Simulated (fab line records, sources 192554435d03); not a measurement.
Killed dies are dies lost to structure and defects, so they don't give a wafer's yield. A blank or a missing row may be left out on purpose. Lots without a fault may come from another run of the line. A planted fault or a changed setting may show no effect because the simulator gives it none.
Chamber matching | flow n5_finfet | N5_BEOL_M7_STRIP_67 on rie_diel-04: 4 sister chambers
The step strips in CF4. 27 wafers are shown with their chamber, then 12 later ones without.

WAFERS WITH THEIR CHAMBER
wafer  | chamber | showerhead_plenum_p_Torr (Torr) | throttle_valve_pct (%) | drypump_motor_current_A (A)
L074.1 | 0       | 1.75                            | 13.19                  | 5.7
L074.2 | 3       | 1.83                            | 13.54                  | 6.0
L074.3 | 2       | 1.73                            | 13.64                  | 5.4
L074.4 | 1       | 1.79                            | 13.78                  | 5.5
L074.5 | 2       | 1.73                            | 13.64                  | 5.4
L074.6 | 3       | 1.83                            | 13.54                  | 6.0
L076.1 | 0       | 1.75                            | 13.21                  | 5.6
L076.2 | 3       | 1.83                            | 13.57                  | 6.0
L076.3 | 1       | 1.79                            | 13.78                  | 5.5
L081.2 | 3       | 1.83                            | 13.60                  | 6.0
L081.3 | 2       | 1.73                            | 13.67                  | 5.4
L081.4 | 0       | 1.75                            | 13.21                  | 5.6
L080.2 | 0       | 1.75                            | 13.22                  | 5.7
L080.3 | 3       | 1.83                            | 13.56                  | 6.0
L080.6 | 3       | 1.83                            | 13.57                  | 6.0
L082.1 | 1       | 1.79                            | 13.81                  | 5.5
L082.2 | 2       | 1.73                            | 13.68                  | 5.3
L082.4 | 3       | 1.83                            | 13.59                  | 6.0
L085.4 | 0       | 1.75                            | 13.24                  | 5.6
L085.5 | 0       | 1.75                            | 13.23                  | 5.6
L085.6 | 3       | 1.82                            | 13.60                  | 6.0
L087.1 | 1       | 1.78                            | 13.82                  | 5.5
L087.2 | 2       | 1.73                            | 13.69                  | 5.3
L087.3 | 0       | 1.75                            | 13.25                  | 5.7
L087.4 | 3       | 1.82                            | 13.59                  | 6.0
L087.5 | 1       | 1.78                            | 13.83                  | 5.5
L087.6 | 0       | 1.75                            | 13.24                  | 5.6

SIGNATURES (means of the wafers above)
reading                  | chamber 0 | chamber 1 | chamber 2 | chamber 3 | scatter within a chamber
showerhead_plenum_p_Torr | 1.7500    | 1.7860    | 1.7300    | 1.8278    | 0.00346
throttle_valve_pct       | 13.2238   | 13.8040   | 13.6640   | 13.5733   | 0.0223
drypump_motor_current_A  | 5.638     | 5.500     | 5.360     | 6.000     | 0.0366
Rule: a wafer's distance from a chamber is the root of the sum, over the readings, of the square of ((its reading less the chamber's mean) divided by the reading's scatter). The wafer belongs to the nearest chamber; if the next one is less than 2 further off, it can't be placed. The scatter: the root of (the sum of the squares of (reading less its chamber's mean) over the shown wafers, divided by (wafers less chambers)).

WAFERS WITHOUT THEIR CHAMBER
wafer  | showerhead_plenum_p_Torr (Torr) | throttle_valve_pct (%) | drypump_motor_current_A (A)
L088.1 | 1.78                            | 13.83                  | 5.6
L088.2 | 1.75                            | 13.25                  | 5.6
L088.6 | 1.82                            | 13.59                  | 6.0
L093.1 | 1.78                            | 13.84                  | 5.5
L093.3 | 1.82                            | 13.60                  | 6.0
L093.4 | 1.75                            | 13.28                  | 5.6
L095.1 | 1.75                            | 13.32                  | 5.6
L095.2 | 1.78                            | 13.86                  | 5.6
L095.3 | 1.82                            | 13.64                  | 6.0
L095.4 | 1.72                            | 13.72                  | 5.4
L095.5 | 1.72                            | 13.71                  | 5.3
L095.6 | 1.82                            | 13.65                  | 6.0

WHICH CHAMBER EACH WENT THROUGH
wafer  | from the rows above | in truth
L088.1 | 1                   | 1
L088.2 | 0                   | 0
L088.6 | 3                   | 3
L093.1 | 1                   | 1
L093.3 | 3                   | 3
L093.4 | 0                   | 0
L095.1 | 0                   | 0
L095.2 | 1                   | 1
L095.3 | 3                   | 3
L095.4 | 2                   | 2
L095.5 | 2                   | 2
L095.6 | 3                   | 3
Placed correctly: 12 of 12. Can't be placed from these rows: 0. Placed wrongly: 0.
